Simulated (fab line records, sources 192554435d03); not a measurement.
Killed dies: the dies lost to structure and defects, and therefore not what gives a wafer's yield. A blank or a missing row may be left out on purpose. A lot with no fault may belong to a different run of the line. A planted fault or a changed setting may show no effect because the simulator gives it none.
Which tool is to blame?	flow n5_finfet	8 lots with 24 wafers sampled at 8 steps, on a route of 1938 steps

## WHAT THE GAUGES READ, wafer by wafer
N5_BEOL_M4_OCD_MEAS_38.
lot	measured	on	trench_depth_nm (nm)
L940	day 9 15:43	ocd-01	55.3 53.8 55.2
L946	day 11 07:22	ocd-01	55.2 56.1 55.2
L944	day 11 10:53	ocd-02	56.7 59.6 55.8
L947	day 11 15:41	ocd-02	59.0 57.1 56.1
L951	day 12 17:22	ocd-01	53.3 55.4 57.0
L952	day 12 20:15	ocd-02	55.1 53.9 53.4
L953	day 13 01:17	ocd-02	53.9 53.6 56.4
L957	day 13 19:08	ocd-02	55.7 54.0 55.8

N5_BEOL_M4_CD_MEAS_35: target cd 18 nm, target cd y 22.4 nm.
lot	measured	on	cd_nm (nm)
L940	day 9 15:52	cd_sem-01	18.2 17.8 17.7
L946	day 11 07:32	cd_sem-03	17.7 17.9 17.4
L944	day 11 11:02	cd_sem-01	17.6 17.3 17.6
L947	day 11 15:51	cd_sem-02	18.6 18.4 17.9
L951	day 12 17:31	cd_sem-01	18.0 17.8 17.8
L952	day 12 20:25	cd_sem-01	18.2 17.9 18.1
L953	day 13 01:26	cd_sem-03	17.6 17.7 17.9
L957	day 13 19:18	cd_sem-03	17.6 17.5 17.9

N5_BEOL_M4_THK_MEAS_53: measures by xrf.
lot	measured	on	M4_THK (nm)
L940	day 9 19:14	film_metro-02	38.1 39.1 39.5
L946	day 11 11:19	film_metro-01	38.7 38.9 37.5
L944	day 11 16:17	film_metro-01	42.0 44.1 41.2
L947	day 11 19:35	film_metro-01	42.9 40.4 40.3
L951	day 12 21:23	film_metro-01	38.1 41.6 41.2
L952	day 12 23:43	film_metro-01	39.9 39.7 38.0
L953	day 13 05:17	film_metro-02	40.2 37.3 41.7
L957	day 13 22:38	film_metro-02	39.4 39.7 39.8

N5_BEOL_M4_RS_MEAS_58: measures by four-point-probe.
lot	measured	on	M4_RS (ohm/sq)
L940	day 9 19:30	film_metro-01	0.72 0.70 0.69
L946	day 11 11:35	film_metro-02	0.69 0.68 0.72
L944	day 11 16:32	film_metro-02	0.63 0.59 0.65
L947	day 11 19:51	film_metro-01	0.61 0.66 0.66
L951	day 12 21:38	film_metro-01	0.71 0.63 0.64
L952	day 12 23:59	film_metro-02	0.67 0.68 0.72
L953	day 13 05:32	film_metro-02	0.67 0.74 0.64
L957	day 13 22:53	film_metro-01	0.69 0.68 0.68

N5_BEOL_M4_RC_MEAS_101.
lot	measured	on	DIBL_N (mV/V)	DIBL_P (mV/V)	IOFF_N (nA/um)	IOFF_P (nA/um)	ION_N (uA/um)	ION_P (uA/um)	SS_N (mV/dec)	SS_P (mV/dec)	VT_N (mV)	VT_P (mV)
L940	day 9 19:52	prober-01	37.4 34.0 35.3	39.1 34.9 35.5	0.216 0.136 0.154	0.26 0.20 0.19	689 673 667	473 460 454	71.9 70.8 71.1	73.9 73.1 73.5	241 251 250	-246 -253 -253
L946	day 11 11:47	prober-02	37.8 37.7 35.8	38.0 36.4 34.1	0.182 0.181 0.142	0.23 0.19 0.16	673 684 659	463 456 445	71.8 72.6 71.4	73.8 73.7 72.9	250 249 253	-252 -254 -255
L944	day 11 16:36	prober-01	35.4 34.2 36.1	35.6 34.4 38.2	0.146 0.130 0.167	0.17 0.15 0.20	671 657 672	458 442 455	71.8 72.3 72.0	72.9 72.1 73.4	250 255 249	-255 -256 -251
L947	day 11 20:03	prober-01	36.5 34.5 36.1	36.5 33.8 36.9	0.153 0.119 0.135	0.20 0.16 0.20	663 657 658	457 449 459	71.3 70.7 70.6	73.3 72.7 73.9	250 256 253	-253 -254 -252
L951	day 12 21:51	prober-02	34.7 36.9 36.5	34.2 36.8 35.8	0.115 0.151 0.152	0.17 0.23 0.20	649 661 657	448 456 452	70.8 71.6 70.8	72.9 73.2 73.2	254 249 252	-255 -250 -253
L952	day 13 00:02	prober-01	32.9 34.7 33.8	34.3 34.9 33.9	0.119 0.137 0.137	0.18 0.19 0.18	657 665 670	457 458 464	70.4 70.4 70.4	72.8 73.4 73.3	251 253 250	-251 -250 -250
L953	day 13 05:35	prober-01	36.0 34.9 36.2	35.5 33.7 38.1	0.161 0.129 0.158	0.20 0.17 0.23	663 654 675	454 449 464	71.7 71.8 72.1	72.9 72.5 73.4	253 257 253	-254 -254 -251
L957	day 13 23:15	prober-02	35.5 38.6 36.9	34.9 39.7 37.1	0.113 0.190 0.152	0.14 0.20 0.16	649 673 675	443 453 455	71.2 72.2 71.9	72.3 73.7 72.9	257 250 251	-262 -253 -258

## WHAT TOOL EACH LOT RAN ON (gives the tool, then ch and the chambers of the sampled wafers, and finally the start)
lot	N5_BEOL_M4_STRIP_19	N5_BEOL_M4_TRENCH_ETCH_37	N5_BEOL_M4_PRE_CLEAN_45
L940	rie_diel-01 ch 0,1,3, day 9 07:45	rie_diel-01 ch 0,2,3, day 9 15:33	pvd_sputter-01, day 9 16:03
L946	rie_diel-06 ch 0,2,3, day 11 00:04	rie_diel-06 ch 0,1,3, day 11 07:13	pvd_sputter-02, day 11 08:04
L944	rie_diel-06 ch 0,1,2, day 11 03:13	rie_diel-06 ch 0,2,3, day 11 10:44	pvd_sputter-02, day 11 11:19
L947	rie_diel-06 ch 1,2,3, day 11 04:13	rie_diel-06 ch 0,3, day 11 15:32	pvd_sputter-03, day 11 16:13
L951	rie_diel-06 ch 1,3, day 11 17:10	rie_diel-03 ch 1,2,3, day 12 17:12	pvd_sputter-01, day 12 17:51
L952	rie_diel-01 ch 1,2,3, day 12 04:55	rie_diel-01 ch 0,2,3, day 12 20:05	pvd_sputter-01, day 12 20:38
L953	rie_diel-01 ch 0,2,3, day 12 19:34	rie_diel-01 ch 0,2,3, day 13 01:07	pvd_sputter-02, day 13 01:49
L957	rie_diel-01 ch 2,3, day 12 20:49	rie_diel-01 ch 0,3, day 13 18:59	pvd_sputter-01, day 13 19:34
- N5_BEOL_M4_STRIP_19: strips in O2.
- N5_BEOL_M4_TRENCH_ETCH_37: etches SiOC in C4F6/O2, target depth 55.555 nm, time 29.2 s.
- N5_BEOL_M4_PRE_CLEAN_45: time 30 s.

## WHAT THE TOOLS THEMSELVES READ (means of the sampled wafers that have a number; where no wafer has one, the mark that the record gives instead)
N5_BEOL_M4_STRIP_19.
lot	tool	drypump_motor_current_A (A)	oes_product_au (a.u.)	rf_vpp_V (V)	showerhead_plenum_p_Torr (Torr)	throttle_valve_pct (%)
L940	rie_diel-01	5.4	0.71	4.2	2.08	16.91
L946	rie_diel-06	5.8	0.85	3.9	2.07	16.66
L944	rie_diel-06	5.8	0.85	3.7	2.07	16.48
L947	rie_diel-06	5.4	0.89	4.0	2.07	16.47
L951	rie_diel-06	5.5	0.87	3.1	2.03	16.36
L952	rie_diel-01	5.5	0.69	3.0	2.05	17.02
L953	rie_diel-01	5.6	0.69	3.4	2.10	16.82
L957	rie_diel-01	5.7	0.68	3.6	2.07	16.89

N5_BEOL_M4_TRENCH_ETCH_37.
lot	tool	C4F6_flow_sccm (sccm)	drypump_motor_current_A (A)	oes_product_au (a.u.)	rf_fwd_power_W (W)	rf_vpp_V (V)	showerhead_plenum_p_Torr (Torr)	throttle_valve_pct (%)
L940	rie_diel-01	9.99	5.6	0.71	349.4	665	2.86	20.91
L946	rie_diel-06	9.99	5.8	0.83	350.1	665	2.76	20.79
L944	rie_diel-06	10.00	5.8	0.86	379.5	650	2.80	20.87
L947	rie_diel-06	9.98	5.9	0.83	379.2	645	2.77	21.07
L951	rie_diel-03	10.00	6.0	0.86	349.5	673	2.98	20.92
L952	rie_diel-01	10.01	5.6	0.69	348.9	662	2.85	20.95
L953	rie_diel-01	10.00	5.6	0.69	349.7	664	2.85	20.97
L957	rie_diel-01	10.01	5.5	0.69	350.9	669	2.84	20.92

N5_BEOL_M4_PRE_CLEAN_45.
lot	tool	heater_power_w (W)
L940	pvd_sputter-01	325
L946	pvd_sputter-02	307
L944	pvd_sputter-02	324
L947	pvd_sputter-03	343
L951	pvd_sputter-01	330
L952	pvd_sputter-01	314
L953	pvd_sputter-02	330
L957	pvd_sputter-01	309

## THE ANSWER, worked out from the rows above alone
Rule: the lots themselves supply what counts as usual. The widest of any qualifying gaps counts: lots, ordered by their means at a reading, are off when they make up no more than a third of the lots, leave a main group of 4 or more, and stand apart from it by 3 or more times the standard deviation of that group's means. A main group whose means are all the same, to the digits that the tables above print for the reading, isn't used. A lot without any number at a reading at which 4 lots or more have one is off too. Any other lot the step has rows for is counted as sound. After the gauges, taken in route order, come the tools' own readings; for these a lot's mean is taken, as printed above. At the first step where some lot is off, the reading lying furthest off is the one used; lots without a number count as furthest.
Off, at N5_BEOL_M4_OCD_MEAS_38 on trench_depth_nm: L944, L947. The main group has a mean of 54.9 nm with a standard deviation of 0.45.
A tool fits if, at a process step before that reading, it ran every lot that is off, and no sound lot after the first of them. The gauges at N5_BEOL_M4_OCD_MEAS_38 aren't tried: what is off there is off at N5_BEOL_M4_TRENCH_ETCH_37 too, on other tools, and a gauge's error can't cause that. One candidate fits, namely rie_diel-06 at N5_BEOL_M4_TRENCH_ETCH_37. A fault onset in the window from L946 (day 11 07:13, its last sound lot) to L944 (day 11 10:44, its first lot off) fits.
The tool's own readings at N5_BEOL_M4_TRENCH_ETCH_37 bear it out: on the lots that are off they differ by more than 5 times the standard deviation of the sound lots' means. rf_fwd_power_W reads 379.4 W there against 349.8 W on the sound lots; rf_vpp_V reads 648 V there against 666 V on the sound lots.

## WHAT WAS PUT IN BY THE SIMULATOR
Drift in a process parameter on rie_diel-06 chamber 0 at N5_BEOL_M4_TRENCH_ETCH_37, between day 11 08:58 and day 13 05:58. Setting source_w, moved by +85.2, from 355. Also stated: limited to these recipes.
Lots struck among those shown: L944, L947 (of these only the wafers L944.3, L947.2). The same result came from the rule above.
